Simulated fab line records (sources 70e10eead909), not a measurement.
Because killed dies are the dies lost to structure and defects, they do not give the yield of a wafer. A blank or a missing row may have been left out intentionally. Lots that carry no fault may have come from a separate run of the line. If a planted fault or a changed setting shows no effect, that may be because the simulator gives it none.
Which tool was responsible? ; flow nandHarc ; 33 wafers from 11 lots sampled at 6 of the route's 1159 steps

== WHAT THE GAUGES READ, wafer by wafer ==
NHARC_P_ZERO_WELL_CD_MEAS_24 targets a cd of 720 nm. Usual: cdNm reads 720.2 nm (standard deviation 1.6).
lot;measured;on;cdNm (nm);flag
L951;day 2 08:28;cdSem-03;718.3 719.5 720.2;
L952;day 2 14:30;cdSem-02;- - -;OFF
L953;day 2 20:38;cdSem-02;717.0 718.1 719.3;
L960;day 4 14:28;cdSem-02;720.5 722.0 720.5;
L961;day 4 20:38;cdSem-01;721.5 721.4 722.5;
L963;day 5 08:37;cdSem-03;722.4 720.9 719.4;
L964;day 5 14:28;cdSem-01;720.4 720.9 720.6;
L965;day 5 20:36;cdSem-03;721.0 721.0 720.3;
L966;day 6 02:36;cdSem-03;718.7 719.1 719.8;
L967;day 6 08:35;cdSem-02;722.3 723.7 722.5;
L971;day 7 08:37;cdSem-02;718.7 720.3 718.3;

NHARC_P_GATE_CD_MEAS_11 targets a cd of 1640 nm. Usual: cdNm reads 1640.4 nm (standard deviation 1.2).
lot;measured;on;cdNm (nm);flag
L951;day 4 20:10;cdSem-03;1640.8 1637.3 1640.5;
L953;day 5 07:26;cdSem-01;1639.3 1639.9 1638.4;
L960;day 7 10:31;cdSem-01;1640.5 1640.3 1639.6;
L961;day 7 10:22;cdSem-02;1639.1 1640.3 1637.9;
L963;day 7 19:56;cdSem-03;1642.0 1639.2 1641.7;
L964;day 7 19:47;cdSem-02;1640.9 1641.1 1637.6;
L965;day 8 10:37;cdSem-01;1640.8 1638.6 1640.5;
L966;day 8 10:28;cdSem-01;1640.3 1638.0 1638.4;
L967;day 8 16:29;cdSem-02;1639.7 1640.7 1640.0;
L971;day 9 15:19;cdSem-01;1639.1 1640.4 1640.9;

NHARC_END_SORT_01. Usual: killedAtArray 26, standard deviation 9.9; killedAtOther 0.8, standard deviation 1; killedAtPeriphery 2.8, standard deviation 2.2; killedDies 29, standard deviation 9.9; killedOpen 3.2, standard deviation 1.8; killedShort 2.1, standard deviation 1.4.
lot;measured;on;killedAtArray;killedAtOther;killedAtPeriphery;killedDies;killedOpen;killedShort;flag
L952;day 20 16:10;prober-01;19 20 22;1 4 1;657 653 654;677 677 677;4 1 0;3 1 1;OFF

== WHICH TOOL RAN EACH LOT (tool, then ch and the chambers of the sampled wafers, then the start) ==
lot;NHARC_P_ZERO_WELL_EXPOSE_21;NHARC_P_STI_ETCH_15;NHARC_P_GATE_DESCUM_31
L951;krfScanner-03 ch 0, day 2 08:18;rieSi-04 ch 0,3, day 3 05:43;rieDiel-08 ch 0,2,3, day 5 10:12
L952;krfScanner-04 ch 0, day 2 14:20;-;-
L953;krfScanner-03 ch 0, day 2 20:28;rieSi-06 ch 1,2,3, day 3 17:41;rieDiel-07 ch 0,1,2, day 5 22:07
L960;krfScanner-03 ch 0, day 4 14:18;rieSi-04 ch 0,1,2, day 5 12:12;rieDiel-09 ch 1,2,3, day 8 00:33
L961;krfScanner-02 ch 0, day 4 20:29;rieSi-01 ch 0,2,3, day 5 17:44;rieDiel-08 ch 0,2, day 8 00:24
L963;krfScanner-03 ch 0, day 5 08:28;rieSi-06 ch 1,3, day 6 09:05;rieDiel-08 ch 1,2, day 8 15:12
L964;krfScanner-02 ch 0, day 5 14:19;rieSi-04 ch 0,1,3, day 6 08:56;rieDiel-09 ch 2,3, day 8 14:56
L965;krfScanner-04 ch 0, day 5 20:26;rieSi-06 ch 0,1,2, day 6 20:38;rieDiel-07 ch 0,1,3, day 9 01:57
L966;krfScanner-02 ch 0, day 6 02:27;rieSi-01 ch 0,1,2, day 6 20:31;rieDiel-09 ch 0,1,2, day 9 02:06
L967;krfScanner-03 ch 0, day 6 08:26;rieSi-01 ch 0,2, day 7 05:34;rieDiel-08 ch 0,3, day 9 06:49
L971;krfScanner-04 ch 0, day 7 08:27;rieSi-06 ch 0,2,3, day 8 05:32;rieDiel-09 ch 1,3, day 10 05:26
- NHARC_P_ZERO_WELL_EXPOSE_21: exposes mask P NWELL, target cd 720 nm.
- NHARC_P_STI_ETCH_15: etches the open film in HBr/Cl2, target depth 300 nm, time 100.1 s.
- NHARC_P_GATE_DESCUM_31: chemistry O2, time 3 s.

== WHAT THE TOOLS THEMSELVES READ (means of the sampled wafers that have a number; where no wafer has one, the mark that the record gives instead) ==
NHARC_P_ZERO_WELL_EXPOSE_21. Usual: reticleTempC 23.00 C, standard deviation 0.11; stageVelMmS 500.03 mm/s, standard deviation 0.23.
lot;tool;reticleTempC (C);stageVelMmS (mm/s);flag
L951;krfScanner-03;22.94;500.13;
L952;krfScanner-04;23.07;499.94;
L953;krfScanner-03;23.00;500.08;
L960;krfScanner-03;22.93;499.87;
L961;krfScanner-02;22.90;499.90;
L963;krfScanner-03;23.07;499.87;
L964;krfScanner-02;22.89;500.30;
L965;krfScanner-04;22.92;499.88;
L966;krfScanner-02;22.96;500.07;
L967;krfScanner-03;22.90;499.95;
L971;krfScanner-04;22.92;500.27;

NHARC_P_STI_ETCH_15. Usual: biasW 100.04 W, standard deviation 0.29; chamberPressureMTorr 15.001 mTorr, standard deviation 0.014; drypumpMotorCurrentA 5.6 A, standard deviation 0.44; oesProductAu 0.999 a.u., standard deviation 0.0091; throttleValvePct 26.407 %, standard deviation 0.011.
lot;tool;biasW (W);chamberPressureMTorr (mTorr);drypumpMotorCurrentA (A);oesProductAu (a.u.);throttleValvePct (%);flag
L951;rieSi-04;100.09;14.999;6.1;0.996;26.404;
L953;rieSi-06;99.98;15.008;5.7;0.999;26.404;
L960;rieSi-04;100.00;15.011;6.0;0.993;26.417;
L961;rieSi-01;100.26;14.992;5.5;0.985;26.412;
L963;rieSi-06;99.92;15.006;5.4;1.000;26.404;
L964;rieSi-04;100.32;15.012;5.8;1.013;26.412;
L965;rieSi-06;99.94;15.010;5.5;1.003;26.400;
L966;rieSi-01;100.04;15.007;5.3;0.994;26.409;
L967;rieSi-01;100.04;15.007;5.4;0.995;26.409;
L971;rieSi-06;100.38;14.998;5.7;1.008;26.397;

NHARC_P_GATE_DESCUM_31. Usual: value, then standard deviation, for each; chamberPressureMTorr 59.99 mTorr / 0.055; drypumpMotorCurrentA 5.8 A / 0.54; o2FlowSccm 200.1 sccm / 0.62; oesProductAu 1.000 a.u. / 0.0079; rfVppV 57.9 V / 0.95; showerheadPlenumPTorr 1.92 Torr / 0.077; throttleValvePct 11.310 % / 0.0084.
lot;tool;chamberPressureMTorr (mTorr);drypumpMotorCurrentA (A);o2FlowSccm (sccm);oesProductAu (a.u.);rfVppV (V);showerheadPlenumPTorr (Torr);throttleValvePct (%);flag
L951;rieDiel-08;60.01;6.2;200.0;1.004;58.4;1.94;11.307;
L953;rieDiel-07;60.00;4.9;200.3;0.996;57.6;1.90;11.310;
L960;rieDiel-09;59.98;6.1;200.0;0.997;58.2;1.91;11.308;
L961;rieDiel-08;59.97;6.2;200.3;1.004;56.6;1.87;11.307;
L963;rieDiel-08;59.97;6.4;199.8;1.011;58.4;1.92;11.303;
L964;rieDiel-09;60.01;6.2;199.9;0.999;58.7;1.92;11.318;
L965;rieDiel-07;60.03;5.1;200.1;1.007;57.6;1.84;11.309;
L966;rieDiel-09;59.95;5.8;199.9;0.998;58.4;1.94;11.310;
L967;rieDiel-08;59.93;6.1;199.5;0.989;57.2;1.99;11.314;
L971;rieDiel-09;59.98;6.2;200.6;0.995;57.8;1.87;11.313;

== THE ANSWER, worked out from the rows above alone ==
Rule: take the mean of a lot's wafers that have a number; if it is more than 3 standard deviations from the usual mean, the lot is off. Also off: a lot with no number at a reading for which 4 or more lots have one. Any other lot the step has rows for is counted as sound. Order of review: gauges by route order, followed by the tools' own readings, for which a lot's mean as printed above is used. The first step at which some lot is off is used, and at that step the reading that is off furthest; a lot without a number counts as furthest.
Off at NHARC_P_ZERO_WELL_CD_MEAS_24 (cdNm): L952. Without a number there: L952.
A tool fits if, at a process step before that reading, it ran every lot that is off, and no sound lot after the first of them. Not tried: the gauges at NHARC_P_ZERO_WELL_CD_MEAS_24; whatever is off there is also off at NHARC_END_SORT_01, on other tools, and gauge error can't account for it. Not one of the candidates tried fits.

== WHAT THE SIMULATOR HAD INSERTED ==
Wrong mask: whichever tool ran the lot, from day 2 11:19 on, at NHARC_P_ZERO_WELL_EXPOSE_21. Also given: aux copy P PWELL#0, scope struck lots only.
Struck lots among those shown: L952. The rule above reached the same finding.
